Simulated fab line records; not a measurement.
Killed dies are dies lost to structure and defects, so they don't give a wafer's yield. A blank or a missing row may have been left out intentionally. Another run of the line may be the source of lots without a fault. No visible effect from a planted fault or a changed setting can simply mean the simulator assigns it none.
Chamber matching :: flow nandHarc :: 4 sister chambers for NHARC_P_CONTACT_ALD_22 on aldMetal-03
The step deposits TiN, target thk 3 nm, pulse time 1 s, ald cycles 150. 8 wafers are shown with their chamber, then 11 later ones without.

WAFERS PAIRED WITH THEIR CHAMBERS
wafer: L079.1
chamber: 0
heaterPowerOuterW (W): 691
heaterPowerW (W): 1139

wafer: L082.5
chamber: 1
heaterPowerOuterW (W): 666
heaterPowerW (W): 1035

wafer: L084.2
chamber: 0
heaterPowerOuterW (W): 638
heaterPowerW (W): 1027

wafer: L084.3
chamber: 2
heaterPowerOuterW (W): 833
heaterPowerW (W): 1247

wafer: L084.6
chamber: 1
heaterPowerOuterW (W): 648
heaterPowerW (W): 1005

wafer: L088.2
chamber: 2
heaterPowerOuterW (W): 858
heaterPowerW (W): 1241

wafer: L088.6
chamber: 3
heaterPowerOuterW (W): 568
heaterPowerW (W): 863

wafer: L089.1
chamber: 3
heaterPowerOuterW (W): 565
heaterPowerW (W): 875

WAFERS WITH NO CHAMBER GIVEN
wafer: L089.5
heaterPowerOuterW (W): 832
heaterPowerW (W): 1236

wafer: L089.6
heaterPowerOuterW (W): 652
heaterPowerW (W): 959

wafer: L091.2
heaterPowerOuterW (W): 660
heaterPowerW (W): 976

wafer: L091.4
heaterPowerOuterW (W): 838
heaterPowerW (W): 1254

wafer: L091.5
heaterPowerOuterW (W): 554
heaterPowerW (W): 873

wafer: L093.1
heaterPowerOuterW (W): 640
heaterPowerW (W): 1043

wafer: L093.2
heaterPowerOuterW (W): 852
heaterPowerW (W): 1216

wafer: L093.4
heaterPowerOuterW (W): 667
heaterPowerW (W): 984

wafer: L096.2
heaterPowerOuterW (W): 546
heaterPowerW (W): 874

wafer: L096.4
heaterPowerOuterW (W): 648
heaterPowerW (W): 998

wafer: L096.6
heaterPowerOuterW (W): 855
heaterPowerW (W): 1232

THE CHAMBER EACH PASSED THROUGH
wafer: L089.5
from the rows above: 2
in truth: 2

wafer: L089.6
from the rows above: can't be placed: 1 or 0
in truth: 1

wafer: L091.2
from the rows above: can't be placed: 1 or 0
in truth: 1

wafer: L091.4
from the rows above: 2
in truth: 2

wafer: L091.5
from the rows above: 3
in truth: 3

wafer: L093.1
from the rows above: can't be placed: 1 or 0
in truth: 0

wafer: L093.2
from the rows above: 2
in truth: 2

wafer: L093.4
from the rows above: can't be placed: 1 or 0
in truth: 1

wafer: L096.2
from the rows above: 3
in truth: 3

wafer: L096.4
from the rows above: can't be placed: 1 or 0
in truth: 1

wafer: L096.6
from the rows above: 2
in truth: 2
Correct placement for 6 of the 11. From these rows, 5 cannot be placed; in 5 the true chamber is one of the candidates. Number placed wrongly: 0.
How it was worked out, from the rows above alone: a wafer's distance from a chamber is the root of the sum, over the readings, of the square of ((its reading less the chamber's mean) divided by the reading's scatter). The wafer belongs to the nearest chamber; if the next one is less than 2 further off, it can't be placed. For every chamber, the mean is computed from those of its wafers that are shown. How the scatter is found: for the shown wafers, subtract from each reading the mean of its chamber, square and add these, divide the total by (wafers less chambers), then take the root.
